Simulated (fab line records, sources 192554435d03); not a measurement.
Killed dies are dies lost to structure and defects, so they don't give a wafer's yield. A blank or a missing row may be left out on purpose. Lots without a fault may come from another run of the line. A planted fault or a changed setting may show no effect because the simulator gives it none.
fab line records | flow n5_finfet
record lots=9 wafers=27 last_day=19
route steps=1938 shown BEOL_M4@1111 BEOL_M11@1575 PASSIVATION@1936
lots that met no fault: from a run of the same line without faults
start_h: hours from the record's first day to the start of the lot's first wafer shown | wait_h: hours since the lot's step before | " the same as in the row above | L1.1+2: a row that stands for several wafers | - no value, or no start given | * or withheld: withheld | < > ~ a bound
route shown NAME@n: a module of which the file shows steps, and the number in the route of the first | usual: mean/standard deviation of fault-free wafers | same: alike in all rows | chamber/n: place in a boat | sites: the reading at each site | _std_site: their standard deviation | _edge_site: outer sites' mean less inner sites' | radius_mm: how far each site lies from the wafer's centre | mask NAME#n: copy n | behind: the tool/chamber that last shaped the wafer | hold: why the lot was held/for how many hours/how that ended | device: the transistor (n, p or np) that didn't switch | end of line: the same wafers' tests at the end of the route | a step without rows: its recipe alone | killed: dies lost to structure and defects at the first sort, not the wafer's yield | map: a wafer's dies, x killed, . not, _ none there
set.NAME: the setting as run; set.NAME@STEP: as run at that earlier step | model.NAME: the simulator's own value behind a step, which no gauge read
steps of the route over a sample of lots; a table a step, a row a wafer
services: from which hour (start_h, from the record's first day; less than 0 if before it) a tool's chamber was out of use, for how many hours, and why
## steps
# step N5_BEOL_M4_RC_MEAS_101
# usual DIBL_N=36.8/1.9 DIBL_P=36.5/2.1 IOFF_N=0.17/0.038 IOFF_P=0.22/0.039 ION_N=675/12 ION_P=463/7.4 SS_N=71.6/0.71 SS_P=73.4/0.72 VT_N=249/3.3 VT_P=-250/3.3
# columns lot.wafer tool chamber start_h wait_h DIBL_N[mV/V] DIBL_P[mV/V] IOFF_N[nA/um] IOFF_P[nA/um] ION_N[uA/um] ION_P[uA/um] SS_N[mV/dec] SS_P[mV/dec] VT_N[mV] VT_P[mV]
L622.3 prober-02 0 195.06 0.3 37.8 37.4 0.19 0.25 672 461 71.9 73.3 248 -249
L622.4 " 0 " " 36.4 36.3 0.17 0.23 678 465 71.3 73.2 248 -247
L622.5 " 0 " " 37.7 38.7 0.19 0.27 684 472 71.3 73.7 242 -244
L624.3 prober-01 0 197.22 0.3 34.9 33.1 0.12 0.15 653 449 71.0 72.1 254 -257
L624.4 " 0 " " 35.7 34.4 0.13 0.16 665 455 71.1 72.6 255 -255
L624.6 " 0 " " 32.1 30.7 0.10 0.13 645 447 70.5 72.0 255 -255
L625.1 prober-02 0 203.56 0.0 40.9 40.5 0.23 0.29 690 470 72.9 75.1 247 -247
L625.3 " 0 " " 39.9 40.0 0.24 0.31 705 486 72.0 74.4 241 -244
L625.4 " 0 " " 36.8 35.5 0.16 0.21 678 468 70.9 73.7 249 -250
L636.1 prober-02 0 267.33 0.0 35.6 35.2 0.14 0.21 671 466 71.0 73.7 252 -250
L636.2 " 0 " " 34.5 34.4 0.13 0.20 668 464 70.7 72.6 255 -246
L636.4 " 0 " " 35.5 35.4 0.14 0.22 678 467 71.7 73.4 253 -247
L633.2 prober-01 0 282.60 0.2 35.1 33.2 0.13 0.17 676 463 70.5 72.2 252 -254
L633.3 " 0 " " 36.4 34.4 0.14 0.18 662 455 71.1 73.1 252 -251
L633.4 " 0 " " 36.0 34.9 0.13 0.19 670 463 70.7 72.9 253 -251
L638.1 prober-01 0 313.53 0.0 41.5 43.1 0.26 0.28 693 473 73.3 75.2 244 -251
L638.2 " 0 " " 37.3 37.8 0.15 0.19 673 458 71.5 74.0 253 -255
L638.3 " 0 " " 36.6 36.4 0.14 0.17 672 455 71.4 73.0 254 -256
L640.2 prober-02 0 330.36 0.2 34.5 33.5 0.12 0.15 681 463 70.7 72.4 252 -252
L640.3 " 0 " " 35.6 34.9 0.13 0.17 677 462 71.7 73.2 254 -253
L640.4 " 0 " " 36.0 35.2 0.15 0.17 676 456 72.1 73.9 250 -254
L639.1 prober-02 0 333.13 0.0 36.7 36.4 0.19 0.22 697 480 71.0 73.7 246 -250
L639.2 " 0 " " 39.4 38.8 0.23 0.25 711 477 70.9 73.0 242 -249
L639.4 " 0 " " 39.3 39.0 0.24 0.25 712 474 71.5 74.3 244 -249
L641.3 prober-01 0 338.31 0.3 36.0 36.2 0.15 0.20 674 460 71.2 72.9 249 -252
L641.4 " 0 " " 39.1 39.6 0.19 0.25 679 459 72.2 74.1 246 -249
L641.5 " 0 " " 37.1 37.7 0.17 0.24 675 464 72.1 73.0 249 -252
# step N5_BEOL_M11_VIA_ETCH_34
# recipe chemistry=C4F6/O2 target=SiCOH_lowk target_depth_a=1845 mask_material=SOC taper_deg=4 time_s=69.2 ion_energy_ev=250 pressure_mtorr=30 source_w=345 bias_w=185 Ar_flow_sccm=300 C4F6_flow_sccm=10 O2_flow_sccm=10
# usual C4F6_flow_sccm=10.00/0.03 drypump_motor_current_A=6.1/0.49 oes_o_777_au=0.76/0.084 oes_product_au=0.76/0.088 rf_fwd_power_W=341.9/1.2 rf_vpp_V=669/12 showerhead_plenum_p_Torr=2.83/0.093 throttle_valve_pct=20.93/0.27
# columns lot.wafer tool chamber start_h wait_h C4F6_flow_sccm drypump_motor_current_A oes_o_777_au oes_product_au rf_fwd_power_W rf_hours_counter_h rf_vpp_V showerhead_plenum_p_Torr throttle_valve_pct
L625.1 rie_diel-02 0 267.22 0.0 10.06 6.5 0.74 0.72 342.6 174 682 2.84 21.24
L625.3 " 2 " " 10.02 5.8 0.71 0.68 339.8 241 654 2.81 21.04
L625.4 " 1 " " 10.04 5.7 0.69 0.69 343.8 199 667 2.93 20.92
L624.3 rie_diel-05 3 267.50 0.0 9.96 5.2 0.74 0.71 341.5 221 655 2.84 21.11
L624.4 " 0 " " 10.00 5.9 0.88 0.87 342.1 - 672 2.89 20.38
L624.6 " 1 " " 10.02 5.8 0.65 0.68 339.3 - 671 2.72 21.28
L622.3 rie_diel-06 2 268.10 0.0 10.00 6.7 0.70 0.70 340.5 242 672 2.71 21.18
L622.4 " 0 " " 9.97 6.5 0.85 0.86 343.1 58 672 2.90 20.75
L622.5 " 1 " " 10.03 5.8 0.72 0.74 341.4 - 679 2.72 20.59
L636.1 rie_diel-05 1 327.98 0.0 9.97 5.7 0.65 0.66 342.9 246 669 2.71 21.30
L636.2 " 3 " " 9.99 5.2 0.73 0.69 344.5 241 657 2.83 21.10
L636.4 " 0 " " 10.00 5.9 0.85 0.84 342.0 51 672 2.88 20.43
L633.2 rie_diel-02 1 345.59 0.0 9.98 5.7 0.67 0.67 343.8 223 666 2.92 20.96
L633.3 " 3 " " 10.00 6.6 0.75 0.73 342.7 161 653 2.70 21.02
L633.4 " 2 " " 9.99 5.9 0.97 0.97 341.5 7 653 2.80 20.73
L638.1 rie_diel-06 0 376.19 0.0 10.02 6.4 0.82 0.83 343.8 89 671 2.89 20.79
L638.2 " 1 " " 9.95 5.8 0.70 0.72 340.6 199 679 2.71 20.64
L638.3 " 3 " " 9.97 5.6 0.71 0.69 342.3 221 687 2.93 21.19
L640.2 rie_diel-06 3 389.51 0.0 10.00 5.5 0.69 0.69 342.8 226 686 2.93 21.20
L640.3 " 1 " " 10.01 5.8 0.70 0.71 342.3 203 677 2.71 20.63
L640.4 " 2 " " 10.00 6.7 0.94 0.97 343.4 14 683 3.04 20.92
L639.1 rie_diel-02 0 395.66 0.0 10.01 6.5 0.71 0.69 342.9 213 680 2.82 21.30
L639.2 " 1 " " 9.95 5.7 0.67 0.66 345.5 236 667 2.91 20.97
L639.4 " 3 " " 9.98 6.6 0.74 0.73 340.9 175 652 2.70 21.04
L641.3 rie_diel-06 3 406.61 0.0 10.02 5.6 0.69 0.69 342.6 230 685 2.93 21.20
L641.4 " 1 " " 10.01 5.8 0.69 0.71 341.8 207 678 2.70 20.63
L641.5 " 1 " " 10.01 5.8 0.69 0.71 341.8 - 678 2.70 20.65
# step N5_BEOL_M11_STRIP_77
# recipe chemistry=N2/H2 time_s=10 power_w=450 temp_c=40 pressure_mtorr=20 rf_frequency_hz=6e+07 bias_power_w=7 n2_flow_sccm=200 h2_flow_sccm=200
# usual drypump_motor_current_A=6.1/0.49 oes_product_au=0.76/0.089 rf_vpp_V=59.1/0.83 showerhead_plenum_p_Torr=2.52/0.081 throttle_valve_pct=23.73/0.29
# columns lot.wafer tool chamber start_h wait_h drypump_motor_current_A oes_product_au rf_hours_counter_h rf_vpp_V showerhead_plenum_p_Torr throttle_valve_pct
L625.1 rie_diel-02 0 - - 6.5 0.72 174 58.7 2.53 24.00
L625.3 " 2 " " 5.9 0.67 241 58.3 2.50 23.59
L625.4 " 1 " " 5.7 0.69 199 60.0 2.62 23.75
L624.3 rie_diel-05 3 - - 5.2 0.70 221 59.4 2.50 23.71
L624.4 " 0 " " 5.9 0.88 - 59.6 2.59 23.22
L624.6 " 1 " " 5.7 0.69 - 58.1 2.41 24.07
L622.3 rie_diel-06 2 - - 6.7 0.68 243 58.7 2.40 23.76
L622.4 " 0 " " 6.5 0.88 58 58.9 2.57 23.63
L622.5 " 1 " " 5.8 0.75 - 57.3 2.45 23.46
L636.1 rie_diel-05 1 - - 5.7 0.67 247 58.7 2.41 24.11
L636.2 " 3 " " 5.2 0.70 241 59.9 2.49 23.74
L636.4 " 0 " " 6.0 0.86 51 59.5 2.58 23.24
L633.2 rie_diel-02 1 - - 5.7 0.67 223 61.3 2.61 23.76
L633.3 " 3 " " 6.6 0.73 162 59.8 2.43 24.19
L633.4 " 2 " " 5.9 0.96 7 59.5 2.50 23.41
L638.1 rie_diel-06 0 - - 6.5 0.84 90 57.9 2.56 23.65
L638.2 " 1 " " 5.8 0.73 199 58.5 2.43 23.49
L638.3 " 3 " " 5.5 0.69 222 58.3 2.61 23.88
L640.2 rie_diel-06 3 - - 5.6 0.68 226 60.1 2.61 23.88
L640.3 " 1 " " 5.8 0.73 203 59.4 2.43 23.51
L640.4 " 2 " " 6.7 0.95 14 59.6 2.71 23.62
L639.1 rie_diel-02 0 - - 6.5 0.69 213 58.7 2.52 24.03
L639.2 " 1 " " 5.7 0.68 236 59.2 2.61 23.78
L639.4 " 3 " " 6.6 0.73 175 57.8 2.42 24.22
L641.3 rie_diel-06 3 - - 5.6 0.67 230 59.2 2.61 23.89
L641.4 " 1 " " 5.8 0.72 207 59.8 2.43 23.52
L641.5 " 1 " " 5.8 0.70 - 59.2 2.43 23.53
# step N5_BEOL_M11_CURE_72
# recipe temp_c=370 time_s=120 ambient=DMADMS/He material=SiCOH_lowk
# usual lamp_power_pct=52.31/0.054 wafer_temp_C_max=371.6/0.57
# columns lot.wafer tool chamber start_h wait_h lamp_power_pct wafer_temp_C_max
L625.1 uv_cure-03 1 267.70 0.0 52.41 371.5
L625.3 " 1 " " 52.31 370.8
L625.4 " 1 " " 52.35 371.6
L624.3 uv_cure-03 1 268.10 0.2 52.33 370.7
L624.4 " 1 " " 52.32 370.7
L624.6 " 1 " " 52.30 371.2
L622.3 uv_cure-03 2 268.69 0.1 52.36 371.3
L622.4 " 2 " " 52.25 371.4
L622.5 " 2 " " 52.31 371.1
L636.1 uv_cure-03 0 328.46 0.0 52.41 371.3
L636.2 " 0 " " 52.20 371.1
L636.4 " 0 " " 52.20 371.4
L633.2 uv_cure-02 1 346.12 0.1 52.33 371.8
L633.3 " 1 " " 52.21 371.6
L633.4 " 1 " " 52.23 371.0
L638.1 uv_cure-01 2 376.67 0.0 52.32 372.2
L638.2 " 2 " " 52.27 372.6
L638.3 " 2 " " 52.31 372.7
L640.2 uv_cure-01 0 390.05 0.1 52.31 371.9
L640.3 " 0 " " 52.37 372.2
L640.4 " 0 " " 52.38 372.1
L639.1 uv_cure-03 1 396.82 0.7 52.45 371.1
L639.2 " 1 " " 52.30 371.2
L639.4 " 1 " " 52.25 371.1
L641.3 uv_cure-03 1 407.25 0.2 52.28 371.6
L641.4 " 1 " " 52.30 371.1
L641.5 " 1 " " 52.29 371.1
# step N5_BEOL_M11_SPUTTER_48
# recipe material=Cu target_thk_a=120 temp_c=-20 bias_v=60 power_w=26000 chamber_pressure_pa=0.13 time_s=2
# usual bias_v=60.0/0.57 cathode_dc_power_W=26000/4.8 throttle_valve_pct=29.3/1.1
# columns lot.wafer tool chamber start_h wait_h bias_v cathode_dc_power_W throttle_valve_pct
L625.1 pvd_sputter-02 - 268.62 0.1 - - -
L625.3 " - " " - - -
L625.4 " - " " - - -
L624.3 pvd_sputter-01 - 269.14 0.1 - - -
L624.4 " - " " - - -
L624.6 " - " " - - -
L622.3 pvd_sputter-01 - 269.56 0.1 - - -
L622.4 " - " " - - -
L622.5 " - " " - - -
L636.1 pvd_sputter-01 - 329.54 0.1 59.9 25999 28.9
L636.2 " - " " 60.1 26002 28.6
L636.4 " - " " 60.0 25996 30.1
L633.2 pvd_sputter-03 - 349.17 1.7 60.2 26009 28.8
L633.3 " - " " 59.5 26006 30.1
L633.4 " - " " 59.6 26003 29.8
L638.1 pvd_sputter-01 - 379.26 1.0 59.8 26000 29.2
L638.2 " - " " 61.0 26005 30.0
L638.3 " - " " 59.9 25994 28.3
L640.2 pvd_sputter-02 - 391.20 0.3 59.4 25994 30.8
L640.3 " - " " 59.8 26001 30.4
L640.4 " - " " 59.5 25997 26.6
L639.1 pvd_sputter-02 - 397.88 0.1 60.8 26005 30.3
L639.2 " - " " 59.3 26006 30.5
L639.4 " - " " 59.2 25991 26.7
L641.3 pvd_sputter-02 - 409.87 1.1 60.3 26004 30.4
L641.4 " - " " 60.7 26006 26.5
L641.5 " - " " 60.5 25997 30.5
# step N5_BEOL_M11_CMP_52
# recipe stop_on=SiCOH_lowk t_overpolish_s=7 down_force_psi=1 platen_rpm=50 clearing_platen_down_force_psi=1.5 clearing_platen_rpm=50 post_cmp_clean=cu_alkaline target_thk_nm=140 clearing_platen_pad_velocity_m_s=0.99484 pad_velocity_m_s=0.99484
# usual motor_current_A=5.7/0.72 retaining_ring_pressure_frac=1.001/0.0048 time_to_endpoint_s=67/3
# columns lot.wafer tool chamber start_h wait_h motor_current_A retaining_ring_pressure_frac time_to_endpoint_s
L625.4 cmp-02 0 269.31 0.3 5.9 1.001 4
L625.3 " 1 " " 5.2 1.001 1
L625.1 " 3 " " 6.6 1.002 2
L624.3 cmp-04 0 269.74 0.2 5.6 1.006 0
L624.4 " 1 " " 5.5 1.010 0
L624.6 " 3 " " 4.8 1.002 2
L622.3 cmp-04 1 270.09 0.2 5.5 0.999 2
L622.4 " 3 " " 4.9 1.004 4
L622.5 " 1 " " 5.4 1.004 1
L636.1 cmp-04 2 330.69 0.3 6.9 0.993 68
L636.4 " 0 " " 5.2 0.995 73
L636.2 " 1 " " 5.3 0.999 67
L633.3 cmp-03 2 349.75 0.2 5.9 1.000 60
L633.2 " 3 " " 5.3 1.013 68
L633.4 " 0 " " 5.5 1.004 65
L638.3 cmp-03 2 380.32 0.3 6.2 1.002 61
L638.2 " 3 " " 4.9 1.003 65
L638.1 " 0 " " 5.8 0.999 67
L640.2 cmp-03 1 391.72 0.2 6.1 0.997 63
L640.4 " 2 " " 5.9 1.001 59
L640.3 " 3 " " 5.4 1.004 62
L639.4 cmp-03 0 398.72 0.2 5.7 1.010 68
L639.1 " 1 " " 6.5 1.004 65
L639.2 " 2 " " 6.0 1.000 60
L641.3 cmp-02 3 410.56 0.2 6.8 1.002 68
L641.4 " 1 " " 5.5 0.993 68
L641.5 " 0 " " 5.8 0.995 70
# step N5_PASSIVATION_PROBE_49
# usual defect_limited_yield=91.3/1.4 killed_at_M0_to_M3=33/11 killed_at_M4_up=15/6.2 killed_at_contacts=13/6.5 killed_at_front_end=38/11 killed_at_other=3.4/2.6 killed_dies=102/17 killed_on_rim=13/4.1 killed_open=67/12 killed_short=34/7.9 sort_bin_4_leakage=0.00/0.022 sort_bin_5_function=5.1/0.88 sort_bin_6_memory=3.3/0.65 sort_n_pass=1078/17 sort_yield_pct=91.3/1.4
# same gross_dies=1180 killed_at_back_side=0 sort_bin_8_speed[%]=0
# columns lot.wafer tool chamber start_h wait_h defect_limited_yield[%] killed_at_M0_to_M3 killed_at_M4_up killed_at_contacts killed_at_front_end killed_at_other killed_dies killed_on_rim killed_open killed_short sort_bin_4_leakage[%] sort_bin_5_function[%] sort_bin_6_memory[%] sort_n_pass sort_yield_pct[%]
L625.1 prober-01 - 304.36 0.0 0 30 1096 16 36 2 1180 152 59 31 0 97.2 2.5 0 0
L625.3 prober-01 - 304.46 0.1 0 21 1123 3 32 1 1180 152 44 26 0 97.5 2.3 0 0
L625.4 prober-01 - 304.51 0.2 0 29 1104 7 37 3 1180 152 54 40 0 96.9 2.6 0 0
L624.3 prober-02 - 310.72 0.1 0 73 1061 13 30 3 1180 152 84 47 0 95.3 4.3 0 0
L624.4 prober-02 - 310.77 0.2 0 53 1066 20 38 3 1180 152 70 51 0 95.4 4.1 0 0
L624.6 prober-02 - 310.87 0.3 0 33 1105 8 30 4 1180 152 61 25 0 96.9 2.9 0 0
L622.3 prober-02 - 315.83 0.1 0 21 1104 18 32 5 1180 152 57 31 0 96.8 2.9 0 0
L622.4 prober-02 - 315.88 0.2 0 54 1082 9 29 6 1180 152 71 36 0 96.8 3.1 0 0
L622.5 prober-02 - 315.93 0.2 0 37 1103 7 28 5 1180 152 62 28 0 96.8 3.0 0 0
L636.1 prober-01 - 369.30 0.0 93.1 21 17 3 41 0 82 12 45 34 0 4.1 2.7 1098 93.1
L636.2 prober-01 - 369.35 0.1 91.2 34 10 9 48 3 104 20 65 37 0 5.8 2.7 1076 91.2
L636.4 prober-01 - 369.45 0.2 90.2 23 16 11 63 3 116 20 74 42 0 5.3 4.0 1064 90.2
L633.2 prober-02 - 388.89 0.1 93.9 25 9 5 29 4 72 7 40 28 0 4.0 2.1 1108 93.9
L633.3 prober-02 - 388.94 0.1 92.0 30 18 18 25 3 94 17 64 29 0 4.7 3.0 1086 92.0
L633.4 prober-02 - 388.99 0.2 92.3 31 6 17 36 1 91 13 63 28 0 4.3 3.2 1089 92.3
# killed by level:class
L625.1 BEOL_M11:area_ecd=571 BEOL_M11:area_sputter=518 MOL_CONTACT_COAG:geometric_particle:open=14 BEOL_M0_SAQP:geometric_particle:open=10 STI_FIN_REVEAL:geometric_particle:open=8 BEOL_M0_SAQP:geometric_particle:short=8 STI_FIN_REVEAL:geometric_particle:short=6 GATE_CUT:geometric_particle:short=6
L625.3 BEOL_M11:area_ecd=563 BEOL_M11:area_sputter=545 BEOL_M3:geometric_particle:open=9 GATE_CUT:geometric_particle:short=6 BEOL_M4:geometric_particle:open=6 STI_FIN_REVEAL:geometric_particle:open=5 DUMMY_GATE:geometric_particle:open=5 BEOL_M4:geometric_particle:short=4
L625.4 BEOL_M11:area_ecd=553 BEOL_M11:area_sputter=533 BEOL_M4:geometric_particle:open=12 GATE_CUT:geometric_particle:short=8 STI_FIN_REVEAL:geometric_particle:open=7 BEOL_M0_SAQP:geometric_particle:short=7 BEOL_M0_SAQP:geometric_particle:open=7 STARTING-WAFER:geometric_particle:short=6
L624.3 BEOL_M11:area_sputter=533 BEOL_M11:area_ecd=513 BEOL_M0_SAQP:geometric_particle:open=19 BEOL_M0_SAQP:geometric_particle:short=14 BEOL_M2:geometric_particle:open=12 MOL_CONTACT_COAG:geometric_particle:open=11 BEOL_M1:geometric_particle:open=11 BEOL_M4:geometric_particle:short=7
L624.4 BEOL_M11:area_ecd=534 BEOL_M11:area_sputter=522 MOL_CONTACT_COAG:geometric_particle:open=18 BEOL_M2:geometric_particle:open=13 FIN_SAQP:geometric_particle:short=8 BEOL_M0_SAQP:geometric_particle:short=7 BEOL_M0_SAQP:geometric_particle:open=6 BEOL_M2:geometric_particle:short=6
L624.6 BEOL_M11:area_ecd=564 BEOL_M11:area_sputter=529 STI_FIN_REVEAL:geometric_particle:open=12 BEOL_M0_SAQP:geometric_particle:short=9 MOL_CONTACT_COAG:geometric_particle:open=7 BEOL_M0_SAQP:geometric_particle:open=7 BEOL_M2:geometric_particle:open=6 BEOL_M4:geometric_particle:open=5
L622.3 BEOL_M11:area_ecd=546 BEOL_M11:area_sputter=544 MOL_CONTACT_COAG:geometric_particle:open=14 FIN_SAQP:geometric_particle:open=7 BEOL_M2:geometric_particle:open=6 FIN_SAQP:geometric_particle:short=5 BEOL_M0_SAQP:geometric_particle:short=5 STI_FIN_REVEAL:geometric_particle:short=4
L622.4 BEOL_M11:area_ecd=542 BEOL_M11:area_sputter=529 BEOL_M0_SAQP:geometric_particle:open=15 BEOL_M0_SAQP:geometric_particle:short=13 BEOL_M3:geometric_particle:open=13 MOL_CONTACT_COAG:geometric_particle:open=7 GATE_CUT:geometric_particle:short=6 BEOL_M1:geometric_particle:open=6
L622.5 BEOL_M11:area_ecd=551 BEOL_M11:area_sputter=537 GATE_CUT:geometric_particle:open=9 BEOL_M0_SAQP:geometric_particle:open=9 BEOL_M0_SAQP:geometric_particle:short=9 BEOL_M2:geometric_particle:open=7 BEOL_M3:geometric_particle:open=6 BEOL_M1:geometric_particle:open=5
L636.1 FIN_SAQP:geometric_particle:short=6 BEOL_M3:geometric_particle:open=6 STI_FIN_REVEAL:geometric_particle:open=5 FIN_SAQP:geometric_particle:open=4 STI_FIN_REVEAL:geometric_particle:short=4 ILD0:geometric_particle:short=4 BEOL_M0_SAQP:geometric_particle:short=4 BEOL_M6:geometric_particle:open=4
L636.2 STI_FIN_REVEAL:geometric_particle:open=14 BEOL_M0_SAQP:geometric_particle:open=11 BEOL_M0_SAQP:geometric_particle:short=9 MOL_CONTACT_COAG:geometric_particle:open=8 GATE_CUT:geometric_particle:short=6 GATE_CUT:geometric_particle:open=5 FIN_SAQP:geometric_particle:short=4 DUMMY_GATE:geometric_particle:open=4
L636.4 FIN_SAQP:geometric_particle:open=11 FIN_SAQP:geometric_particle:short=10 GATE_CUT:geometric_particle:short=10 BEOL_M3:geometric_particle:open=9 MOL_CONTACT_COAG:geometric_particle:open=9 DUMMY_GATE:geometric_particle:open=8 BEOL_M4:geometric_particle:open=7 STI_FIN_REVEAL:geometric_particle:open=6
L633.2 FIN_SAQP:geometric_particle:short=10 FIN_SAQP:geometric_particle:open=8 BEOL_M0:geometric_particle:short=7 DUMMY_GATE:geometric_particle:open=4 BEOL_M0:geometric_particle:open=4 MOL_CONTACT_COAG:geometric_particle:open=3 BEOL_M3:geometric_particle:open=3 BEOL_M0_SAQP:geometric_particle:open=3
L633.3 MOL_CONTACT_COAG:geometric_particle:open=16 BEOL_M2:geometric_particle:open=9 BEOL_M0_SAQP:geometric_particle:open=8 DUMMY_GATE:geometric_particle:open=7 BEOL_M4:geometric_particle:open=7 BEOL_M0_SAQP:geometric_particle:short=5 FIN_SAQP:geometric_particle:short=4 FIN_SAQP:geometric_particle:open=3
L633.4 MOL_CONTACT_COAG:geometric_particle:open=15 FIN_SAQP:geometric_particle:open=14 BEOL_M2:geometric_particle:open=10 FIN_SAQP:geometric_particle:short=8 BEOL_M1:geometric_particle:open=6 STARTING-WAFER:geometric_particle:short=5 BEOL_M0_SAQP:geometric_particle:short=4 BEOL_M3:geometric_particle:open=4
## services
# columns tool chamber start_h hours kind
cmp-02 - 246.51 0.8 repair
cmp-04 - 263.49 6.0 pm
uv_cure-03 - 270.70 6.0 pm
uv_cure-03 - 277.73 9.2 repair
cmp-03 - 283.89 7.5 pm
cmp-02 - 289.29 2.2 repair
rie_diel-06 2 304.96 - clean
cmp-03 - 308.07 11.6 pm
cmp-02 - 319.89 0.4 repair
rie_diel-06 1 319.92 6.7 repair
cmp-03 - 329.75 10.7 repair
cmp-02 - 348.41 0.5 repair
cmp-03 - 351.22 4.0 pm
rie_diel-06 3 357.07 4.4 repair
uv_cure-02 - 358.39 5.2 repair
rie_diel-05 2 361.93 29.1 repair
pvd_sputter-01 - 370.77 4.7 repair
cmp-02 - 373.54 8.1 pm
uv_cure-01 - 380.65 0.6 repair
uv_cure-02 - 384.53 23.9 repair
uv_cure-01 - 391.19 11.4 repair
cmp-04 - 394.69 2.8 repair
uv_cure-03 - 402.75 1.0 pm
cmp-03 - 410.12 1.4 repair
## key
first_sign step=N5_BEOL_M11_SPUTTER_48 reading=tool_record direction=missing
effect step=N5_BEOL_M11_CMP_52 reading=time_to_endpoint_s direction=down sigmas=22 usual=* struck=*
effect step=N5_PASSIVATION_PROBE_49 reading=killed_at_M4_up direction=up sigmas=99+ usual=15 struck=1094
more_kills_born_at N5_BEOL_M11_ECD_50@ecd_cu-01=4937 N5_BEOL_M11_SPUTTER_48@pvd_sputter-01=3194 N5_BEOL_M11_SPUTTER_48@pvd_sputter-02=1596
met_at N5_BEOL_M11_SPUTTER_48
struck_lots L622,L624,L625
later_rows_left_out L622.3,L622.4,L622.5,L624.3,L624.4,L624.6,L625.1,L625.3,L625.4
not_acting_at N5_BEOL_M11_VIA_ETCH_34,N5_BEOL_M11_STRIP_77,N5_BEOL_M11_CURE_72
fault kind=skipped_step_whole tool=pvd_sputter-01,pvd_sputter-02 chamber=- onset_h=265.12 steps=N5_BEOL_M11_SPUTTER_48 scope=struck_lots_only
# later_rows_left_out: the simulator's readings of these wafers behind a module that went badly wrong aren't trusted and aren't shown, but for the sort
